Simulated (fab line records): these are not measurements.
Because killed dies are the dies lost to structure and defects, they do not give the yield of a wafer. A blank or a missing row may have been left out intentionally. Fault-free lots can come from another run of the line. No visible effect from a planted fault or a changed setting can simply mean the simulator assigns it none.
fab line records	flow n5Finfet
record: lots: 24	wafers: 72	lastDay: 18
route steps=1938 shown BEOL_M7@1266 BEOL_M8@1333
lots that met no fault: taken from a fault-free run of the same line
startH: start of the lot's first displayed wafer, in hours after the record's first day	waitH: hours from the lot's prior step to this one	" repeats the value in the row above	L1.1+2: a single row standing in for several wafers	- no value, or no start was given	* or withheld: withheld	< > ~ a bound
route shown NAME@n: a module of which the file shows steps, and the number in the route of the first	usual: mean/standard deviation of fault-free wafers	same: alike in all rows	chamber/n: place in a boat	sites: readings site by site	_std_site: standard deviation of those values	_edge_site: outer sites' mean less inner sites'	radiusMm: how far each site lies from the wafer's centre	mask NAME#n: copy n	behind: the tool/chamber that last shaped the wafer	hold: why the lot was held/for how many hours/how that ended	device: names the non-switching transistor (n, p or np)	end of line: at the end of the route, the tests of the same wafers	a step without rows: its recipe alone	killed: the dies lost at the first sort to structure and to defects; this is not the yield of the wafer	map: shows each die of a wafer: x if killed, . if not, _ if none is there
set.NAME: the setting the step ran with; set.NAME@STEP: the setting that earlier step ran with	model.NAME: the simulator's own value behind a step, which no gauge read
one table for each step of the route and one row for each wafer, over a sample of lots
services: a tool's chamber out of use, with start hour (startH, from the record's first day; less than 0 if before it), hours out, and reason
== steps ==
step: N5_BEOL_M7_PECVD_70
recipe: material: SiO2	targetThkA: 200	tempC: 400	precursor: TEOS/O2	pressureTorr: 5.5	rfW: 450	teosFlowSccm: 53.8	gas: O2	flowSccm: 3000	timeS: 22.7
usual: heaterPowerW: 760/120	showerheadPlenumPTorr: 8.80/0.054	throttleValvePct: 22.2/0.8
lot.wafer	tool	chamber	startH	waitH	heaterPowerW	showerheadPlenumPTorr	throttleValvePct
L074.1	pecvd-02	0	185.16	0.0	667	8.80	22.6
L074.3	"	1	"	"	925	8.88	22.7
L074.6	"	0	"	"	680	8.81	22.6
L075.1	pecvd-01	0	195.45	0.0	684	8.74	23.1
L075.4	"	0	"	"	662	8.77	23.0
L075.5	"	1	"	"	581	8.72	22.4
L076.2	pecvd-02	0	212.78	0.0	762	8.79	22.5
L076.3	"	2	"	"	867	8.76	21.1
L076.6	"	0	"	"	736	8.82	22.5
L077.1	pecvd-01	1	220.13	0.0	558	8.71	22.5
L077.2	"	0	"	"	668	8.78	23.1
L077.4	"	0	"	"	679	8.77	23.2
L080.2	pecvd-02	2	223.14	0.0	885	8.76	21.1
L080.3	"	0	"	"	665	8.82	22.9
L080.4	"	0	"	"	680	8.82	22.7
L079.1	pecvd-01	0	224.95	0.0	696	8.75	23.0
L079.3	"	2	"	"	837	8.84	21.6
L079.5	"	1	"	"	519	8.71	22.3
L078.1	pecvd-03	0	228.35	0.0	469	8.74	23.9
L078.2	"	1	"	"	773	8.81	22.1
L078.6	"	2	"	"	864	8.89	20.6
L081.1	pecvd-01	2	234.83	0.0	852	8.81	21.7
L081.3	"	0	"	"	670	8.74	22.9
L081.6	"	1	"	"	583	8.71	22.5
L083.3	pecvd-02	0	243.42	0.0	680	8.80	22.7
L083.4	"	0	"	"	693	8.79	22.6
L083.5	"	1	"	"	957	8.86	22.5
L082.2	pecvd-01	1	244.39	0.0	555	8.71	22.4
L082.3	"	2	"	"	779	8.84	21.5
L082.6	"	2	"	"	794	8.82	21.6
L084.1	pecvd-02	1	252.09	0.0	801	8.85	22.7
L084.2	"	2	"	"	858	8.75	21.3
L084.5	"	2	"	"	851	8.74	21.1
L085.2	pecvd-02	1	252.60	0.0	836	8.87	22.6
L085.5	"	1	"	"	865	8.88	22.5
L085.6	"	2	"	"	859	8.78	21.2
L086.1	pecvd-02	2	269.84	0.0	898	8.77	21.3
L086.2	"	0	"	"	696	8.82	22.7
L086.5	"	1	"	"	877	8.86	22.5
L087.2	pecvd-03	0	272.38	0.0	501	8.74	23.7
L087.4	"	1	"	"	749	8.80	22.4
L087.6	"	2	"	"	750	8.86	20.8
L088.1	pecvd-02	1	277.78	0.0	786	8.86	22.5
L088.5	"	2	"	"	820	8.75	21.2
L088.6	"	1	"	"	797	8.87	22.4
L089.2	pecvd-03	2	278.05	0.0	875	8.87	20.8
L089.4	"	1	"	"	699	8.77	22.5
L089.6	"	2	"	"	863	8.87	20.6
L091.4	pecvd-02	2	282.47	0.1	905	8.75	21.2
L091.5	"	0	"	"	737	8.80	22.8
L091.6	"	1	"	"	804	8.88	22.4
L090.1	pecvd-02	1	286.39	0.0	950	8.84	22.8
L090.2	"	2	"	"	903	8.76	21.2
L090.6	"	1	"	"	960	8.86	22.6
L092.1	pecvd-02	1	296.89	0.0	856	8.86	22.8
L092.2	"	2	"	"	778	8.75	21.6
L092.4	"	2	"	"	786	8.74	21.4
L093.1	pecvd-02	1	307.69	0.0	935	8.88	22.4
L093.3	"	2	"	"	771	8.76	21.3
L093.4	"	2	"	"	785	8.75	21.6
L095.2	pecvd-02	0	313.08	0.0	716	8.81	22.8
L095.4	"	1	"	"	948	8.86	22.8
L095.5	"	0	"	"	694	8.80	22.5
L094.1	pecvd-03	1	330.33	0.0	738	8.81	22.5
L094.3	"	0	"	"	555	8.73	23.8
L094.6	"	0	"	"	554	8.75	23.5
L096.1	pecvd-02	1	334.98	0.0	941	8.89	22.7
L096.4	"	1	"	"	925	8.85	22.5
L096.5	"	2	"	"	901	8.75	21.5
L097.1	pecvd-03	2	339.00	0.0	782	8.86	20.9
L097.4	"	2	"	"	777	8.86	20.9
L097.6	"	1	"	"	681	8.81	22.3
step: N5_BEOL_M7_ETCH_41
recipe: chemistry: CH3F/O2	target: SiCN	targetDepthA: 319	taperDeg: 2	timeS: 57.8	ionEnergyEv: 120	maskMaterial: TiN	pressureMtorr: 30	sourceW: 395	biasW: 75	Ar_flow_sccm: 150	CH3F_flow_sccm: 30	O2_flow_sccm: 20
usual: O2_flow_sccm: 20.00/0.058	drypumpMotorCurrentA: 5.8/0.46	oesProductAu: 0.78/0.091	rfVppV: 298.0/1.4	showerheadPlenumPTorr: 2.03/0.055	throttleValvePct: 16.3/0.38
lot.wafer	tool	chamber	startH	waitH	O2_flow_sccm	drypumpMotorCurrentA	oesProductAu	rfHoursCounterH	rfVppV	showerheadPlenumPTorr	throttleValvePct
L074.1	rieDiel-02	2	-	-	20.01	6.6	0.90	26	298.8	2.04	15.7
L074.3	"	1	"	"	20.04	5.4	0.85	67	298.0	2.02	15.9
L074.6	"	1	"	"	19.98	5.4	0.84	-	298.3	2.02	15.9
L075.1	rieDiel-03	1	-	-	19.90	6.0	0.74	176	295.8	1.91	16.5
L075.4	"	3	"	"	19.93	5.6	0.87	41	300.8	2.13	16.1
L075.5	"	0	"	"	20.05	5.9	0.74	-	296.2	2.00	16.4
L076.2	rieDiel-04	2	-	-	20.03	5.7	0.72	166	298.9	2.08	16.7
L076.3	"	0	"	"	20.15	5.6	0.71	195	298.0	2.00	16.7
L076.6	"	0	"	"	19.94	5.6	0.71	-	294.9	2.00	16.7
L077.1	rieDiel-02	1	-	-	20.05	5.4	0.84	77	298.3	2.02	16.0
L077.2	"	2	"	"	20.01	6.6	0.88	36	297.7	2.04	15.8
L077.4	"	3	"	"	19.95	6.6	0.89	42	301.7	2.12	16.2
L080.2	rieDiel-04	0	-	-	20.01	5.6	0.70	197	296.9	1.99	16.8
L080.3	"	1	"	"	19.96	6.3	0.72	204	299.7	2.06	16.1
L080.4	"	3	"	"	19.97	5.7	1.00	9	298.1	2.03	15.6
L079.1	rieDiel-04	3	-	-	19.99	5.8	1.00	9	298.5	2.03	15.6
L079.3	"	1	"	"	19.90	6.3	0.72	205	298.2	2.06	16.1
L079.5	"	3	"	"	19.99	5.7	0.98	-	298.7	2.03	15.6
L078.1	rieDiel-04	3	-	-	19.95	5.8	0.99	10	299.7	2.03	15.6
L078.2	"	2	"	"	20.06	5.7	0.72	169	298.8	2.08	16.7
L078.6	"	1	"	"	20.07	6.3	0.73	-	298.6	2.06	16.1
L081.1	rieDiel-04	1	-	-	20.09	6.3	0.72	208	298.1	2.06	16.1
L081.3	"	2	"	"	20.08	5.7	0.72	171	297.7	2.08	16.7
L081.6	"	2	"	"	19.91	5.7	0.71	-	297.9	2.08	16.7
L083.3	rieDiel-02	2	-	-	19.95	6.6	0.87	42	298.8	2.03	15.8
L083.4	"	1	"	"	20.01	5.4	0.83	83	298.9	2.02	16.0
L083.5	"	1	"	"	19.99	5.4	0.82	-	299.2	2.01	16.0
L082.2	rieDiel-04	3	-	-	20.00	5.7	0.97	15	299.2	2.03	15.6
L082.3	"	2	"	"	19.84	5.7	0.72	173	296.7	2.08	16.7
L082.6	"	0	"	"	20.12	5.6	0.70	-	298.0	1.99	16.8
L084.1	rieDiel-02	1	-	-	19.96	5.4	0.82	87	298.6	2.01	16.0
L084.2	"	3	"	"	20.02	6.6	0.87	51	300.5	2.12	16.2
L084.5	"	2	"	"	20.04	6.6	0.86	-	298.6	2.03	15.8
L085.2	rieDiel-04	3	-	-	19.98	5.7	0.97	17	297.9	2.03	15.6
L085.5	"	1	"	"	20.02	6.3	0.72	-	297.4	2.06	16.1
L085.6	"	2	"	"	19.94	5.7	0.71	-	300.0	2.08	16.7
L086.1	rieDiel-03	1	-	-	20.01	6.0	0.73	197	294.2	1.90	16.5
L086.2	"	0	"	"	19.96	5.9	0.74	189	297.9	1.99	16.4
L086.5	"	3	"	"	20.02	5.6	0.84	-	298.3	2.12	16.1
L087.2	rieDiel-04	0	-	-	20.01	5.6	0.70	213	296.5	1.99	16.8
L087.4	"	2	"	"	19.89	5.7	0.71	184	298.7	2.08	16.7
L087.6	"	1	"	"	20.08	6.3	0.72	-	298.9	2.06	16.1
L088.1	rieDiel-04	3	-	-	20.04	5.8	0.95	25	297.2	2.03	15.7
L088.5	"	0	"	"	20.03	5.6	0.70	-	298.5	1.99	16.8
L088.6	"	1	"	"	20.02	6.3	0.72	-	299.1	2.06	16.1
L089.2	rieDiel-03	3	-	-	20.17	5.6	0.83	64	300.0	2.12	16.1
L089.4	"	0	"	"	19.97	5.9	0.73	191	296.2	1.99	16.4
L089.6	"	1	"	"	20.05	6.0	0.72	-	295.2	1.90	16.5
L091.4	rieDiel-03	0	-	-	19.98	5.9	0.73	192	296.4	1.99	16.4
L091.5	"	3	"	"	20.01	5.6	0.83	-	298.1	2.12	16.1
L091.6	"	2	"	"	20.06	5.0	0.77	-	296.9	2.00	16.5
L090.1	rieDiel-02	3	-	-	19.96	6.6	0.86	63	299.0	2.12	16.2
L090.2	"	1	"	"	20.10	5.4	0.81	98	297.2	2.01	16.0
L090.6	"	3	"	"	19.94	6.6	0.87	-	299.3	2.12	16.3
L092.1	rieDiel-04	0	-	-	20.01	5.6	0.69	220	297.8	1.99	16.8
L092.2	"	1	"	"	20.01	6.3	0.70	226	299.9	2.06	16.1
L092.4	"	2	"	"	19.93	5.7	0.70	191	299.2	2.07	16.8
L093.1	rieDiel-02	3	-	-	19.94	6.6	0.85	72	300.1	2.11	16.3
L093.3	"	2	"	"	19.96	6.6	0.82	67	297.8	2.03	15.8
L093.4	"	0	"	"	20.07	5.1	0.67	242	295.9	1.97	16.8
L095.2	rieDiel-03	1	-	-	20.00	6.0	0.70	214	294.8	1.89	16.6
L095.4	"	3	"	"	20.02	5.6	0.82	78	300.2	2.12	16.1
L095.5	"	1	"	"	20.01	6.0	0.70	-	296.3	1.89	16.6
L094.1	rieDiel-03	0	-	-	20.00	5.9	0.72	211	298.1	1.98	16.5
L094.3	"	1	"	"	19.99	6.0	0.70	219	294.1	1.89	16.6
L094.6	"	0	"	"	19.99	5.9	0.71	-	297.2	1.99	16.5
L096.1	rieDiel-02	2	-	-	19.94	6.6	0.81	78	298.4	2.02	15.9
L096.4	"	3	"	"	20.03	6.5	0.83	-	299.3	2.11	16.3
L096.5	"	1	"	"	19.99	5.4	0.78	-	296.9	2.00	16.0
L097.1	rieDiel-04	2	-	-	20.02	5.7	0.70	195	298.4	2.07	16.8
L097.4	"	1	"	"	19.98	6.3	0.71	228	298.5	2.05	16.1
L097.6	"	1	"	"	20.00	6.3	0.71	-	297.2	2.05	16.1
step: N5_BEOL_M7_CURE_75
recipe: tempC: 370	timeS: 120	ambient: DMADMS/He	material: SiCOH_lowk
usual: lampPowerPct: 52.32/0.056	wafer_temp_C_max: 371.8/0.82
lot.wafer	tool	chamber	startH	waitH	lampPowerPct	wafer_temp_C_max
L074.1	uvCure-03	1	192.02	0.0	52.32	374.4
L074.3	"	1	"	"	52.34	372.7
L074.6	"	1	"	"	52.36	373.2
L075.1	uvCure-01	1	199.78	0.1	52.27	371.4
L075.4	"	1	"	"	52.28	371.0
L075.5	"	1	"	"	52.28	371.1
L076.2	uvCure-02	2	217.59	0.1	52.35	371.9
L076.3	"	2	"	"	52.18	371.6
L076.6	"	2	"	"	52.20	371.7
L077.1	uvCure-02	1	224.29	0.0	52.40	370.8
L077.2	"	1	"	"	52.31	371.0
L077.4	"	1	"	"	52.24	371.1
L080.2	uvCure-03	2	226.76	0.1	52.35	373.6
L080.3	"	2	"	"	52.32	372.5
L080.4	"	2	"	"	52.43	373.4
L079.1	uvCure-02	1	228.28	0.2	52.31	371.5
L079.3	"	1	"	"	52.26	371.0
L079.5	"	1	"	"	52.24	371.2
L078.1	uvCure-02	0	232.88	0.0	52.31	372.2
L078.2	"	0	"	"	52.31	373.1
L078.6	"	0	"	"	52.32	372.0
L081.1	uvCure-02	0	241.16	0.0	52.32	371.6
L081.3	"	0	"	"	52.35	371.9
L081.6	"	0	"	"	52.27	372.1
L083.3	uvCure-02	2	246.08	0.1	52.40	370.8
L083.4	"	2	"	"	52.40	371.8
L083.5	"	2	"	"	52.25	371.6
L082.2	uvCure-03	1	248.41	0.1	52.35	373.1
L082.3	"	1	"	"	52.32	372.9
L082.6	"	1	"	"	52.30	373.0
L084.1	uvCure-02	1	256.70	0.4	52.32	370.8
L084.2	"	1	"	"	52.40	371.0
L084.5	"	1	"	"	52.31	371.4
L085.2	uvCure-01	2	257.03	0.2	52.44	371.5
L085.5	"	2	"	"	52.41	371.2
L085.6	"	2	"	"	52.33	371.0
L086.1	uvCure-02	0	276.36	0.0	52.31	372.3
L086.2	"	0	"	"	52.26	372.0
L086.5	"	0	"	"	52.37	372.8
L087.2	uvCure-01	2	278.64	0.1	52.33	371.1
L087.4	"	2	"	"	52.40	371.1
L087.6	"	2	"	"	52.24	371.7
L088.1	uvCure-02	0	281.09	0.0	52.34	371.9
L088.5	"	0	"	"	52.24	372.6
L088.6	"	0	"	"	52.35	372.8
L089.2	uvCure-02	2	284.10	0.1	52.34	371.6
L089.4	"	2	"	"	52.31	371.5
L089.6	"	2	"	"	52.34	371.6
L091.4	uvCure-01	2	286.21	0.4	52.27	371.4
L091.5	"	2	"	"	52.24	370.8
L091.6	"	2	"	"	52.35	371.3
L090.1	uvCure-02	1	291.68	0.0	52.28	371.1
L090.2	"	1	"	"	52.33	371.4
L090.6	"	1	"	"	52.27	370.9
L092.1	uvCure-01	0	300.50	0.1	52.32	371.1
L092.2	"	0	"	"	52.36	371.4
L092.4	"	0	"	"	52.30	371.4
L093.1	uvCure-03	0	314.60	0.0	52.38	371.0
L093.3	"	0	"	"	52.36	371.1
L093.4	"	0	"	"	52.35	371.4
L095.2	uvCure-01	2	321.36	0.1	52.44	370.9
L095.4	"	2	"	"	52.28	371.0
L095.5	"	2	"	"	52.19	371.4
L094.1	uvCure-03	1	335.82	0.0	52.45	373.5
L094.3	"	1	"	"	52.22	374.0
L094.6	"	1	"	"	52.25	371.9
L096.1	uvCure-01	1	341.25	0.0	52.37	371.4
L096.4	"	1	"	"	52.38	370.7
L096.5	"	1	"	"	52.36	371.4
L097.1	uvCure-02	0	341.80	0.0	52.35	371.9
L097.4	"	0	"	"	52.26	371.7
L097.6	"	0	"	"	52.22	372.0
step: N5_BEOL_M7_ANNEAL_51
recipe: tempC: 225	timeS: 90	ambient: N2
usual: wafer_temp_C_max: 226.0/0.36
lot.wafer	tool	chamber	startH	waitH	wafer_temp_C_max
L074.1	rtpAnneal-01	0	193.55	0.1	226.3
L074.3	"	0	"	"	226.2
L074.6	"	0	"	"	226.0
L075.1	rtpAnneal-02	0	201.95	0.4	225.6
L075.4	"	0	"	"	225.7
L075.5	"	0	"	"	225.9
L076.2	rtpAnneal-02	0	220.20	0.2	225.5
L076.3	"	0	"	"	225.3
L076.6	"	0	"	"	225.5
L077.1	rtpAnneal-02	0	226.35	0.6	225.8
L077.2	"	0	"	"	225.8
L077.4	"	0	"	"	225.8
L080.2	rtpAnneal-02	0	229.11	0.1	225.6
L080.3	"	0	"	"	225.6
L080.4	"	0	"	"	225.8
L079.1	rtpAnneal-01	0	233.47	0.3	226.2
L079.3	"	0	"	"	226.6
L079.5	"	0	"	"	226.2
L078.1	rtpAnneal-02	0	234.26	0.1	225.6
L078.2	"	0	"	"	225.7
L078.6	"	0	"	"	225.8
L081.1	rtpAnneal-01	0	243.26	0.2	226.1
L081.3	"	0	"	"	226.0
L081.6	"	0	"	"	227.0
L083.3	rtpAnneal-02	0	247.46	0.1	225.8
L083.4	"	0	"	"	225.9
L083.5	"	0	"	"	225.7
L082.2	rtpAnneal-01	0	249.91	0.1	226.2
L082.3	"	0	"	"	226.3
L082.6	"	0	"	"	226.7
L084.1	rtpAnneal-01	0	258.05	0.1	226.3
L084.2	"	0	"	"	226.3
L084.5	"	0	"	"	225.9
L085.2	rtpAnneal-01	0	261.66	0.2	226.7
L085.5	"	0	"	"	226.2
L085.6	"	0	"	"	225.9
L086.1	rtpAnneal-02	0	279.17	0.1	225.5
L086.2	"	0	"	"	225.7
L086.5	"	0	"	"	225.8
L087.2	rtpAnneal-01	0	280.50	0.2	225.9
L087.4	"	0	"	"	226.2
L087.6	"	0	"	"	226.2
L088.1	rtpAnneal-02	0	284.22	0.3	225.5
L088.5	"	0	"	"	225.5
L088.6	"	0	"	"	225.7
L089.2	rtpAnneal-01	0	286.13	0.2	225.7
L089.4	"	0	"	"	226.3
L089.6	"	0	"	"	226.1
L091.4	rtpAnneal-02	0	289.11	0.3	225.4
L091.5	"	0	"	"	225.5
L091.6	"	0	"	"	225.5
L090.1	rtpAnneal-01	0	294.26	0.1	225.8
L090.2	"	0	"	"	226.5
L090.6	"	0	"	"	226.3
L092.1	rtpAnneal-01	0	302.30	0.3	226.2
L092.2	"	0	"	"	226.2
L092.4	"	0	"	"	225.9
L093.1	rtpAnneal-02	0	316.23	0.1	226.0
L093.3	"	0	"	"	225.5
L093.4	"	0	"	"	225.3
L095.2	rtpAnneal-01	0	323.74	0.9	226.2
L095.4	"	0	"	"	226.4
L095.5	"	0	"	"	226.4
L094.1	rtpAnneal-01	0	339.26	0.1	226.3
L094.3	"	0	"	"	226.1
L094.6	"	0	"	"	226.0
L096.1	rtpAnneal-01	0	350.06	5.5	226.1
L096.4	"	0	"	"	226.3
L096.5	"	0	"	"	226.5
L097.1	rtpAnneal-02	0	351.37	6.4	225.4
L097.4	"	0	"	"	225.8
L097.6	"	0	"	"	225.6
step: N5_BEOL_M8_CURE_74
recipe: tempC: 385	timeS: 240	ambient: He/Ar	material: SiCOH_lowk
usual: lampPowerPct: 52.32/0.05	wafer_temp_C_max: 386.9/0.83
lot.wafer	tool	chamber	startH	waitH	lampPowerPct	wafer_temp_C_max
L074.1	uvCure-02	0	194.41	0.0	52.27	387.0
L074.3	"	0	"	"	52.31	388.1
L074.6	"	0	"	"	52.28	387.2
L075.1	uvCure-03	2	202.80	0.0	52.27	387.5
L075.4	"	2	"	"	52.35	387.5
L075.5	"	2	"	"	52.39	387.7
L076.2	uvCure-02	2	221.13	0.1	52.27	386.0
L076.3	"	2	"	"	52.35	386.6
L076.6	"	2	"	"	52.20	386.8
L077.1	uvCure-02	1	227.20	0.0	52.34	386.3
L077.2	"	1	"	"	52.27	386.4
L077.4	"	1	"	"	52.38	386.2
L080.2	uvCure-01	2	230.03	0.1	52.36	386.5
L080.3	"	2	"	"	52.28	386.0
L080.4	"	2	"	"	52.38	386.6
L079.1	uvCure-01	2	234.32	0.0	52.37	386.2
L079.3	"	2	"	"	52.39	386.7
L079.5	"	2	"	"	52.23	386.1
L078.1	uvCure-02	0	235.11	0.0	52.30	386.7
L078.2	"	0	"	"	52.41	387.3
L078.6	"	0	"	"	52.32	387.3
L081.1	uvCure-02	0	244.11	0.0	52.28	387.1
L081.3	"	0	"	"	52.34	387.1
L081.6	"	0	"	"	52.37	387.6
L083.3	uvCure-01	1	248.38	0.2	52.34	386.4
L083.4	"	1	"	"	52.29	386.3
L083.5	"	1	"	"	52.37	387.2
L082.2	uvCure-03	0	250.87	0.1	52.20	385.7
L082.3	"	0	"	"	52.26	385.7
L082.6	"	0	"	"	52.34	386.6
L084.1	uvCure-01	0	258.90	0.0	52.35	385.8
L084.2	"	0	"	"	52.29	386.3
L084.5	"	0	"	"	52.27	386.0
L085.2	uvCure-01	0	262.75	0.3	52.29	386.5
L085.5	"	0	"	"	52.25	386.4
L085.6	"	0	"	"	52.38	386.4
L086.1	uvCure-02	2	280.02	0.0	52.27	387.1
L086.2	"	2	"	"	52.38	387.5
L086.5	"	2	"	"	52.36	386.8
L087.2	uvCure-01	1	281.41	0.2	52.30	386.5
L087.4	"	1	"	"	52.36	386.1
L087.6	"	1	"	"	52.34	386.4
L088.1	uvCure-01	2	285.07	0.0	52.27	386.0
L088.5	"	2	"	"	52.30	386.6
L088.6	"	2	"	"	52.36	385.9
L089.2	uvCure-01	1	287.20	0.1	52.41	385.9
L089.4	"	1	"	"	52.31	385.9
L089.6	"	1	"	"	52.32	386.6
L091.4	uvCure-03	1	290.07	0.3	52.39	388.6
L091.5	"	1	"	"	52.22	387.9
L091.6	"	1	"	"	52.39	388.0
L090.1	uvCure-02	0	295.15	0.0	52.27	387.2
L090.2	"	0	"	"	52.32	386.8
L090.6	"	0	"	"	52.32	386.9
L092.1	uvCure-01	0	303.15	0.0	52.35	386.2
L092.2	"	0	"	"	52.29	386.5
L092.4	"	0	"	"	52.33	387.2
L093.1	uvCure-01	2	317.08	0.0	52.39	386.0
L093.3	"	2	"	"	52.30	386.4
L093.4	"	2	"	"	52.39	386.1
L095.2	uvCure-03	1	324.62	0.1	52.37	387.8
L095.4	"	1	"	"	52.30	387.3
L095.5	"	1	"	"	52.29	389.3
L094.1	uvCure-03	2	340.45	0.0	52.33	387.3
L094.3	"	2	"	"	52.34	388.1
L094.6	"	2	"	"	52.28	387.4
L096.1	uvCure-03	0	351.19	0.0	52.34	386.6
L096.4	"	0	"	"	52.26	386.0
L096.5	"	0	"	"	52.35	386.5
L097.1	uvCure-03	2	352.24	0.0	52.41	387.7
L097.4	"	2	"	"	52.31	388.8
L097.6	"	2	"	"	52.26	388.1
step: N5_BEOL_M8_THK_MEAS_01
recipe: reads: SiCOH_lowk_of_BEOL_M8_ILD_DEP_00
usual: M8_ILD_THK: 154.4/2
lot.wafer	tool	chamber	startH	waitH	M8_ILD_THK[nm]
L074.1	filmMetro-02	-	194.93	0.4	152.9
L074.3	"	-	"	"	154.2
L074.6	"	-	"	"	157.6
L075.1	filmMetro-01	-	203.31	0.4	154.3
L075.4	"	-	"	"	154.6
L075.5	"	-	"	"	156.3
L076.2	filmMetro-02	-	221.58	0.4	154.6
L076.3	"	-	"	"	151.6
L076.6	"	-	"	"	158.1
L077.1	filmMetro-01	-	227.71	0.4	154.5
L077.2	"	-	"	"	151.3
L077.4	"	-	"	"	156.8
L080.2	filmMetro-01	-	230.46	0.4	151.2
L080.3	"	-	"	"	152.6
L080.4	"	-	"	"	154.6
L079.1	filmMetro-01	-	234.83	0.4	154.9
L079.3	"	-	"	"	154.1
L079.5	"	-	"	"	155.3
L078.1	filmMetro-01	-	235.62	0.4	152.3
L078.2	"	-	"	"	150.7
L078.6	"	-	"	"	153.3
L081.1	filmMetro-01	-	244.63	0.4	153.1
L081.3	"	-	"	"	152.6
L081.6	"	-	"	"	156.9
L083.3	filmMetro-01	-	248.73	0.3	156.6
L083.4	"	-	"	"	157.6
L083.5	"	-	"	"	158.0
L082.2	filmMetro-01	-	251.30	0.4	151.4
L082.3	"	-	"	"	153.0
L082.6	"	-	"	"	156.9
L084.1	filmMetro-02	-	259.41	0.4	152.1
L084.2	"	-	"	"	154.8
L084.5	"	-	"	"	155.5
L085.2	filmMetro-01	-	263.18	0.4	155.0
L085.5	"	-	"	"	155.8
L085.6	"	-	"	"	158.0
L086.1	filmMetro-01	-	280.53	0.4	152.6
L086.2	"	-	"	"	153.6
L086.5	"	-	"	"	155.0
L087.2	filmMetro-01	-	281.85	0.4	152.8
L087.4	"	-	"	"	158.5
L087.6	"	-	"	"	155.7
L088.1	filmMetro-01	-	285.58	0.4	152.1
L088.5	"	-	"	"	154.9
L088.6	"	-	"	"	154.6
L089.2	filmMetro-02	-	287.63	0.4	152.1
L089.4	"	-	"	"	154.8
L089.6	"	-	"	"	154.1
L091.4	filmMetro-02	-	290.34	0.2	153.5
L091.5	"	-	"	"	155.9
L091.6	"	-	"	"	155.0
L090.1	filmMetro-01	-	295.66	0.4	153.7
L090.2	"	-	"	"	152.2
L090.6	"	-	"	"	154.1
L092.1	filmMetro-02	-	303.66	0.4	151.8
L092.2	"	-	"	"	152.4
L092.4	"	-	"	"	155.2
L093.1	filmMetro-01	-	317.59	0.4	152.8
L093.3	"	-	"	"	152.7
L093.4	"	-	"	"	155.4
L095.2	filmMetro-02	-	325.06	0.4	152.7
L095.4	"	-	"	"	156.3
L095.5	"	-	"	"	156.7
L094.1	filmMetro-01	-	340.96	0.4	153.8
L094.3	"	-	"	"	150.1
L094.6	"	-	"	"	157.1
L096.1	filmMetro-02	-	351.72	0.4	151.3
L096.4	"	-	"	"	155.5
L096.5	"	-	"	"	155.4
L097.1	filmMetro-01	-	352.75	0.4	154.9
L097.4	"	-	"	"	158.5
L097.6	"	-	"	"	156.4
== services ==
tool	chamber	startH	hours	kind
pecvd-02	0	162.79	21.3	repair
rieDiel-03	-	163.99	0.5	repair
pecvd-02	-	174.89	0.7	repair
rieDiel-03	2	175.88	5.3	repair
pecvd-01	-	178.63	6.0	pm
rieDiel-04	3	179.20	-	clean
rieDiel-04	3	179.20	-	consumableReplace:focusRing
pecvd-02	-	185.19	4.3	pm
rieDiel-02	3	190.09	4.6	repair
pecvd-01	2	207.56	17.3	repair
pecvd-03	-	212.33	5.2	repair
pecvd-02	1	234.64	2.1	scheduledDown
rieDiel-03	0	236.50	2.5	repair
rieDiel-04	1	264.02	3.2	repair
rieDiel-02	1	266.25	1.6	repair
pecvd-03	-	266.75	2.8	pm
uvCure-03	-	278.67	7.5	pm
uvCure-01	-	293.82	5.0	pm
pecvd-01	-	294.03	5.5	pm
rieDiel-04	-	301.12	28.1	pm
rieDiel-02	0	307.62	3.9	repair
pecvd-03	-	338.04	0.8	repair
rtpAnneal-02	-	339.43	9.0	pm
pecvd-01	-	343.79	2.8	pm
== key ==
fault none
